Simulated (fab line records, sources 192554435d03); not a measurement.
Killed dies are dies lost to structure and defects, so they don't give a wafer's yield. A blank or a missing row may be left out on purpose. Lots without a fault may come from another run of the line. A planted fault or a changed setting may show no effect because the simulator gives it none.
Chamber matching | flow n5_finfet | N5_BEOL_M0_SAQP_MANDREL2_REMOVE_110 on rie_si-02: 4 sister chambers
The step chemistry HBr/Cl2/O2, target a-Si, stops on SiCN, bt time 10 s. 8 wafers are shown with their chamber, then 8 later ones without.

WAFERS WITH THEIR CHAMBER
wafer  | chamber | drypump_motor_current_A (A) | oes_product_au (a.u.)
L080.2 | 0       | 6.5                         | 0.984
L080.5 | 0       | 6.4                         | 0.995
L083.3 | 1       | 6.1                         | 0.978
L083.4 | 3       | 6.2                         | 0.950
L085.1 | 2       | 5.9                         | 0.991
L085.4 | 2       | 5.9                         | 1.001
L085.5 | 1       | 6.0                         | 0.971
L088.2 | 3       | 6.2                         | 0.958

WAFERS WITHOUT THEIR CHAMBER
wafer  | drypump_motor_current_A (A) | oes_product_au (a.u.)
L088.3 | 6.1                         | 0.973
L088.4 | 6.4                         | 0.984
L090.1 | 6.2                         | 0.953
L090.3 | 6.1                         | 0.980
L090.4 | 5.9                         | 0.998
L096.3 | 5.9                         | 1.006
L096.4 | 6.5                         | 0.981
L096.5 | 5.9                         | 1.001

WHICH CHAMBER EACH WENT THROUGH
wafer  | from the rows above | in truth
L088.3 | 1                   | 1
L088.4 | 0                   | 0
L090.1 | 3                   | 3
L090.3 | 1                   | 1
L090.4 | 2                   | 2
L096.3 | 2                   | 2
L096.4 | 0                   | 0
L096.5 | 2                   | 2
Placed correctly: 8 of 8. Can't be placed from these rows: 0. Placed wrongly: 0.
How it was worked out, from the rows above alone: a wafer's distance from a chamber is the root of the sum, over the readings, of the square of ((its reading less the chamber's mean) divided by the reading's scatter). The wafer belongs to the nearest chamber; if the next one is less than 2 further off, it can't be placed. A chamber's mean is the mean of its shown wafers. The scatter: the root of (the sum of the squares of (reading less its chamber's mean) over the shown wafers, divided by (wafers less chambers)).
